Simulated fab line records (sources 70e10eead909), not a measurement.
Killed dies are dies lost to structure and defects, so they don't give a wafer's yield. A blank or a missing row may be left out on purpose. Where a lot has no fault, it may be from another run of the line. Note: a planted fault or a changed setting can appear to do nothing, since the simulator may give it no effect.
Which tool was responsible? || flow nandHarc || 12 lots, 36 wafers sampled, at 7 steps of a route of 1302

## WHAT THE GAUGES READ, wafer by wafer
NHARC_P_START_INSPECT_01. Usual: 3.7 for rawDefectCount, sd 2.3.
{"lot": "L444", "measured": "day 1 20:02", "on": "defectInspect-01", "rawDefectCount": "3 2 7", "flag": ""}
{"lot": "L445", "measured": "day 2 06:02", "on": "defectInspect-02", "rawDefectCount": "1 5 7", "flag": ""}
{"lot": "L446", "measured": "day 2 16:02", "on": "defectInspect-02", "rawDefectCount": "2 6 4", "flag": ""}
{"lot": "L448", "measured": "day 3 12:02", "on": "defectInspect-02", "rawDefectCount": "2 1 6", "flag": ""}
{"lot": "L450", "measured": "day 4 08:02", "on": "defectInspect-01", "rawDefectCount": "3 8 3", "flag": ""}
{"lot": "L451", "measured": "day 4 18:02", "on": "defectInspect-01", "rawDefectCount": "1 5 1", "flag": ""}
{"lot": "L453", "measured": "day 5 14:03", "on": "defectInspect-01", "rawDefectCount": "3 5 2", "flag": ""}
{"lot": "L454", "measured": "day 6 00:02", "on": "defectInspect-01", "rawDefectCount": "4 10 5", "flag": ""}
{"lot": "L455", "measured": "day 6 10:02", "on": "defectInspect-02", "rawDefectCount": "0 2 0", "flag": ""}
{"lot": "L464", "measured": "day 10 04:02", "on": "defectInspect-02", "rawDefectCount": "1 3 7", "flag": ""}
{"lot": "L465", "measured": "day 10 14:02", "on": "defectInspect-02", "rawDefectCount": "11 4 4", "flag": ""}
{"lot": "L466", "measured": "day 11 00:02", "on": "defectInspect-02", "rawDefectCount": "5 3 1", "flag": ""}

NHARC_P_ZERO_WELL_CD_MEAS_11 targets a cd of 500 nm. Usual: 499.9 nm for cdNm, sd 1.3.
{"lot": "L444", "measured": "day 1 21:15", "on": "cdSem-02", "cdNm (nm)": "499.8 500.8 501.1", "flag": ""}
{"lot": "L445", "measured": "day 2 07:14", "on": "cdSem-01", "cdNm (nm)": "498.3 499.2 499.1", "flag": ""}
{"lot": "L446", "measured": "day 2 17:14", "on": "cdSem-03", "cdNm (nm)": "499.8 498.5 498.6", "flag": ""}
{"lot": "L448", "measured": "day 3 13:15", "on": "cdSem-01", "cdNm (nm)": "498.7 499.5 500.2", "flag": ""}
{"lot": "L450", "measured": "day 4 09:15", "on": "cdSem-02", "cdNm (nm)": "500.7 498.9 501.0", "flag": ""}
{"lot": "L451", "measured": "day 4 19:14", "on": "cdSem-03", "cdNm (nm)": "500.6 500.3 502.1", "flag": ""}
{"lot": "L453", "measured": "day 5 15:07", "on": "cdSem-02", "cdNm (nm)": "500.8 500.8 498.7", "flag": ""}
{"lot": "L454", "measured": "day 6 01:07", "on": "cdSem-03", "cdNm (nm)": "500.7 500.9 501.9", "flag": ""}
{"lot": "L455", "measured": "day 6 11:32", "on": "cdSem-01", "cdNm (nm)": "497.8 500.6 498.1", "flag": ""}
{"lot": "L464", "measured": "day 10 05:14", "on": "cdSem-03", "cdNm (nm)": "501.2 499.4 502.2", "flag": ""}
{"lot": "L465", "measured": "day 10 15:07", "on": "cdSem-02", "cdNm (nm)": "500.3 499.8 499.9", "flag": ""}
{"lot": "L466", "measured": "day 11 01:14", "on": "cdSem-03", "cdNm (nm)": "498.1 498.1 496.8", "flag": ""}

NHARC_P_ZERO_WELL_CD_MEAS_24 targets a cd of 720 nm. Usual: 720.2 nm for cdNm, sd 1.3.
{"lot": "L444", "measured": "day 1 22:35", "on": "cdSem-01", "cdNm (nm)": "720.7 719.6 719.0", "flag": ""}
{"lot": "L445", "measured": "day 2 08:28", "on": "cdSem-01", "cdNm (nm)": "722.1 721.0 722.3", "flag": ""}
{"lot": "L446", "measured": "day 2 19:08", "on": "cdSem-01", "cdNm (nm)": "721.9 722.8 719.9", "flag": ""}
{"lot": "L448", "measured": "day 3 14:31", "on": "cdSem-03", "cdNm (nm)": "720.6 719.3 720.4", "flag": ""}
{"lot": "L450", "measured": "day 4 10:30", "on": "cdSem-02", "cdNm (nm)": "721.7 719.2 720.4", "flag": ""}
{"lot": "L451", "measured": "day 4 20:28", "on": "cdSem-01", "cdNm (nm)": "720.3 720.7 721.3", "flag": ""}
{"lot": "L453", "measured": "day 5 16:20", "on": "cdSem-01", "cdNm (nm)": "720.6 720.0 721.1", "flag": ""}
{"lot": "L454", "measured": "day 6 02:32", "on": "cdSem-01", "cdNm (nm)": "720.9 720.1 722.7", "flag": ""}
{"lot": "L455", "measured": "day 6 13:02", "on": "cdSem-01", "cdNm (nm)": "719.2 718.5 719.7", "flag": ""}
{"lot": "L464", "measured": "day 10 06:37", "on": "cdSem-03", "cdNm (nm)": "721.8 721.3 719.9", "flag": ""}
{"lot": "L465", "measured": "day 10 16:31", "on": "cdSem-01", "cdNm (nm)": "719.1 718.9 717.3", "flag": ""}
{"lot": "L466", "measured": "day 11 02:35", "on": "cdSem-01", "cdNm (nm)": "719.8 720.1 721.1", "flag": ""}

NHARC_P_STI_CD_MEAS_09 targets a cd of 200 nm. Usual: 199.9 nm for cdNm, sd 1.7.
{"lot": "L444", "measured": "day 2 23:00", "on": "cdSem-01", "cdNm (nm)": "198.1 198.8 200.6", "flag": ""}
{"lot": "L445", "measured": "day 3 07:37", "on": "cdSem-01", "cdNm (nm)": "199.6 200.3 198.5", "flag": ""}
{"lot": "L446", "measured": "day 3 16:50", "on": "cdSem-02", "cdNm (nm)": "201.5 201.9 199.9", "flag": ""}
{"lot": "L448", "measured": "day 4 10:55", "on": "cdSem-01", "cdNm (nm)": "199.8 198.7 199.7", "flag": ""}
{"lot": "L450", "measured": "day 5 06:55", "on": "cdSem-03", "cdNm (nm)": "197.1 200.9 198.8", "flag": ""}
{"lot": "L451", "measured": "day 5 18:29", "on": "cdSem-01", "cdNm (nm)": "201.9 203.1 201.7", "flag": ""}
{"lot": "L453", "measured": "day 6 15:28", "on": "cdSem-03", "cdNm (nm)": "198.2 199.4 197.8", "flag": ""}
{"lot": "L454", "measured": "day 7 04:26", "on": "cdSem-03", "cdNm (nm)": "214.6 215.2 214.5", "flag": "OFF"}
{"lot": "L455", "measured": "day 7 13:49", "on": "cdSem-03", "cdNm (nm)": "200.9 199.2 200.5", "flag": ""}
{"lot": "L464", "measured": "day 11 06:17", "on": "cdSem-02", "cdNm (nm)": "203.9 201.2 201.9", "flag": ""}
{"lot": "L465", "measured": "day 11 12:08", "on": "cdSem-03", "cdNm (nm)": "197.0 197.4 196.7", "flag": ""}
{"lot": "L466", "measured": "day 12 00:43", "on": "cdSem-02", "cdNm (nm)": "202.6 203.4 202.9", "flag": ""}

NHARC_P_STI_OCD_MEAS_17. Usual: trenchDepthNm 301 nm, standard deviation 3.9; trenchFootCdNm 157.8 nm, standard deviation 1.7.
{"lot": "L444", "measured": "day 2 23:47", "on": "ocd-01", "trenchDepthNm (nm)": "300 300 298", "trenchFootCdNm (nm)": "156.0 157.0 159.0", "flag": ""}
{"lot": "L445", "measured": "day 3 08:25", "on": "ocd-01", "trenchDepthNm (nm)": "301 299 302", "trenchFootCdNm (nm)": "157.9 158.1 156.4", "flag": ""}
{"lot": "L446", "measured": "day 3 17:37", "on": "ocd-01", "trenchDepthNm (nm)": "301 303 304", "trenchFootCdNm (nm)": "159.7 160.4 157.4", "flag": ""}
{"lot": "L448", "measured": "day 4 11:42", "on": "ocd-02", "trenchDepthNm (nm)": "302 303 305", "trenchFootCdNm (nm)": "157.6 156.0 157.1", "flag": ""}
{"lot": "L450", "measured": "day 5 07:42", "on": "ocd-01", "trenchDepthNm (nm)": "299 301 300", "trenchFootCdNm (nm)": "155.4 158.7 156.8", "flag": ""}
{"lot": "L451", "measured": "day 5 19:17", "on": "ocd-01", "trenchDepthNm (nm)": "309 309 306", "trenchFootCdNm (nm)": "158.7 159.8 159.7", "flag": ""}
{"lot": "L453", "measured": "day 6 16:14", "on": "ocd-01", "trenchDepthNm (nm)": "296 295 300", "trenchFootCdNm (nm)": "157.7 158.3 156.2", "flag": ""}
{"lot": "L454", "measured": "day 7 05:13", "on": "ocd-01", "trenchDepthNm (nm)": "295 295 299", "trenchFootCdNm (nm)": "173.4 174.0 172.6", "flag": "OFF"}
{"lot": "L455", "measured": "day 7 14:36", "on": "ocd-01", "trenchDepthNm (nm)": "306 298 303", "trenchFootCdNm (nm)": "158.0 158.0 158.8", "flag": ""}
{"lot": "L464", "measured": "day 11 07:04", "on": "ocd-01", "trenchDepthNm (nm)": "297 295 300", "trenchFootCdNm (nm)": "162.0 159.9 160.0", "flag": ""}
{"lot": "L465", "measured": "day 11 12:58", "on": "ocd-02", "trenchDepthNm (nm)": "295 304 298", "trenchFootCdNm (nm)": "155.8 155.0 154.6", "flag": ""}
{"lot": "L466", "measured": "day 12 01:30", "on": "ocd-01", "trenchDepthNm (nm)": "300 305 306", "trenchFootCdNm (nm)": "160.1 161.0 160.1", "flag": ""}

NHARC_END_SORT_01. Usual: killedAtArray 59, standard deviation 19; killedAtOther 0.6, standard deviation 0.85; killedAtPeriphery 3.8, standard deviation 2.5; killedDies 64, standard deviation 19; killedOpen 3.3, standard deviation 1.8; killedShort 2.2, standard deviation 1.6.
{"lot": "L444", "measured": "day 24 13:49", "on": "prober-02", "killedAtArray": "8 19 17", "killedAtOther": "0 1 1", "killedAtPeriphery": "4 3 6", "killedDies": "12 23 24", "killedOpen": "3 2 3", "killedShort": "1 3 3", "flag": ""}
{"lot": "L445", "measured": "day 24 13:50", "on": "prober-01", "killedAtArray": "64 67 49", "killedAtOther": "1 1 0", "killedAtPeriphery": "5 6 7", "killedDies": "70 74 56", "killedOpen": "4 4 6", "killedShort": "0 0 2", "flag": ""}
{"lot": "L446", "measured": "day 25 01:04", "on": "prober-01", "killedAtArray": "29 31 35", "killedAtOther": "0 0 0", "killedAtPeriphery": "4 2 7", "killedDies": "33 33 42", "killedOpen": "4 3 4", "killedShort": "2 3 3", "flag": ""}
{"lot": "L448", "measured": "day 26 07:30", "on": "prober-01", "killedAtArray": "89 78 68", "killedAtOther": "0 0 0", "killedAtPeriphery": "0 4 1", "killedDies": "89 82 69", "killedOpen": "1 3 0", "killedShort": "5 4 2", "flag": ""}
{"lot": "L450", "measured": "day 26 05:54", "on": "prober-02", "killedAtArray": "59 64 48", "killedAtOther": "0 0 0", "killedAtPeriphery": "3 2 2", "killedDies": "62 66 50", "killedOpen": "6 6 5", "killedShort": "4 1 1", "flag": ""}
{"lot": "L451", "measured": "day 27 22:08", "on": "prober-01", "killedAtArray": "58 70 59", "killedAtOther": "1 2 0", "killedAtPeriphery": "4 4 2", "killedDies": "63 76 61", "killedOpen": "4 4 0", "killedShort": "1 4 2", "flag": ""}
{"lot": "L453", "measured": "day 27 21:23", "on": "prober-02", "killedAtArray": "51 53 61", "killedAtOther": "1 2 2", "killedAtPeriphery": "2 6 1", "killedDies": "54 61 64", "killedOpen": "6 4 3", "killedShort": "2 5 7", "flag": ""}
{"lot": "L454", "measured": "day 29 09:41", "on": "prober-01", "killedAtArray": "73 77 61", "killedAtOther": "2 0 1", "killedAtPeriphery": "6 5 1", "killedDies": "81 82 63", "killedOpen": "4 3 3", "killedShort": "5 4 1", "flag": ""}
{"lot": "L455", "measured": "day 29 09:43", "on": "prober-02", "killedAtArray": "66 58 57", "killedAtOther": "0 0 0", "killedAtPeriphery": "5 9 5", "killedDies": "71 67 62", "killedOpen": "3 0 7", "killedShort": "2 6 0", "flag": ""}
{"lot": "L464", "measured": "day 33 12:43", "on": "prober-01", "killedAtArray": "46 60 47", "killedAtOther": "1 0 0", "killedAtPeriphery": "4 2 3", "killedDies": "51 62 50", "killedOpen": "1 3 4", "killedShort": "1 2 3", "flag": ""}
{"lot": "L465", "measured": "day 33 06:34", "on": "prober-01", "killedAtArray": "51 63 60", "killedAtOther": "2 0 2", "killedAtPeriphery": "4 6 2", "killedDies": "57 69 64", "killedOpen": "4 2 2", "killedShort": "1 3 3", "flag": ""}
{"lot": "L466", "measured": "day 33 04:46", "on": "prober-02", "killedAtArray": "40 51 52", "killedAtOther": "1 2 0", "killedAtPeriphery": "4 2 2", "killedDies": "45 55 54", "killedOpen": "3 3 5", "killedShort": "3 2 2", "flag": ""}

## EACH LOT AND THE TOOL THAT RAN IT (in order: tool; ch and the chambers of the sampled wafers; start)
{"lot": "L444", "NHARC_P_STI_EXPOSE_06": "krfScanner-03 ch 0, day 2 22:51"}
{"lot": "L445", "NHARC_P_STI_EXPOSE_06": "krfScanner-02 ch 0, day 3 07:28"}
{"lot": "L446", "NHARC_P_STI_EXPOSE_06": "krfScanner-02 ch 0, day 3 16:41"}
{"lot": "L448", "NHARC_P_STI_EXPOSE_06": "krfScanner-03 ch 0, day 4 10:46"}
{"lot": "L450", "NHARC_P_STI_EXPOSE_06": "krfScanner-02 ch 0, day 5 06:46"}
{"lot": "L451", "NHARC_P_STI_EXPOSE_06": "krfScanner-03 ch 0, day 5 18:20"}
{"lot": "L453", "NHARC_P_STI_EXPOSE_06": "krfScanner-04 ch 0, day 6 15:19"}
{"lot": "L454", "NHARC_P_STI_EXPOSE_06": "krfScanner-03 ch 0, day 7 04:17"}
{"lot": "L455", "NHARC_P_STI_EXPOSE_06": "krfScanner-03 ch 0, day 7 13:40"}
{"lot": "L464", "NHARC_P_STI_EXPOSE_06": "krfScanner-04 ch 0, day 11 06:08"}
{"lot": "L465", "NHARC_P_STI_EXPOSE_06": "krfScanner-03 ch 0, day 11 11:59"}
{"lot": "L466", "NHARC_P_STI_EXPOSE_06": "krfScanner-04 ch 0, day 12 00:34"}
- NHARC_P_STI_EXPOSE_06: exposes mask P STI, target cd 200 nm.

## WHAT THE TOOLS THEMSELVES READ (means of the sampled wafers that have a number; where no wafer has one, the mark that the record gives instead)
NHARC_P_STI_EXPOSE_06. Usual: 0.1 nm for focusOffsetNm, sd 0.51.
{"lot": "L444", "tool": "krfScanner-03", "focusOffsetNm (nm)": 0.3, "flag": ""}
{"lot": "L445", "tool": "krfScanner-02", "focusOffsetNm (nm)": -0.5, "flag": ""}
{"lot": "L446", "tool": "krfScanner-02", "focusOffsetNm (nm)": 0.2, "flag": ""}
{"lot": "L448", "tool": "krfScanner-03", "focusOffsetNm (nm)": 0.2, "flag": ""}
{"lot": "L450", "tool": "krfScanner-02", "focusOffsetNm (nm)": -0.3, "flag": ""}
{"lot": "L451", "tool": "krfScanner-03", "focusOffsetNm (nm)": -0.1, "flag": ""}
{"lot": "L453", "tool": "krfScanner-04", "focusOffsetNm (nm)": -0.1, "flag": ""}
{"lot": "L454", "tool": "krfScanner-03", "focusOffsetNm (nm)": 0.6, "flag": ""}
{"lot": "L455", "tool": "krfScanner-03", "focusOffsetNm (nm)": -0.2, "flag": ""}
{"lot": "L464", "tool": "krfScanner-04", "focusOffsetNm (nm)": -0.6, "flag": ""}
{"lot": "L465", "tool": "krfScanner-03", "focusOffsetNm (nm)": 0.2, "flag": ""}
{"lot": "L466", "tool": "krfScanner-04", "focusOffsetNm (nm)": -0.5, "flag": ""}

## THE ANSWER, worked out from the rows above alone
Rule: a lot counts as off when the mean over its wafers that have a number is more than 3 standard deviations away from the usual mean. Also off: a lot with no number at a reading for which 4 or more lots have one. Any other lot the step has rows for is counted as sound. Order of review: gauges by route order, followed by the tools' own readings, for which a lot's mean as printed above is used. The first step at which some lot is off is used, and at that step the reading that is off furthest; a lot without a number counts as furthest.
Off: L454, at NHARC_P_STI_CD_MEAS_09 (cdNm).
A tool fits if, at a process step before that reading, it ran every lot that is off, and no sound lot after the first of them. Not tried: the gauges at NHARC_P_STI_CD_MEAS_09; whatever is off there is also off at NHARC_P_STI_OCD_MEAS_17, on other tools, and gauge error can't account for it. No candidate that was tried fits.

## WHAT THE SIMULATOR HAD PUT IN
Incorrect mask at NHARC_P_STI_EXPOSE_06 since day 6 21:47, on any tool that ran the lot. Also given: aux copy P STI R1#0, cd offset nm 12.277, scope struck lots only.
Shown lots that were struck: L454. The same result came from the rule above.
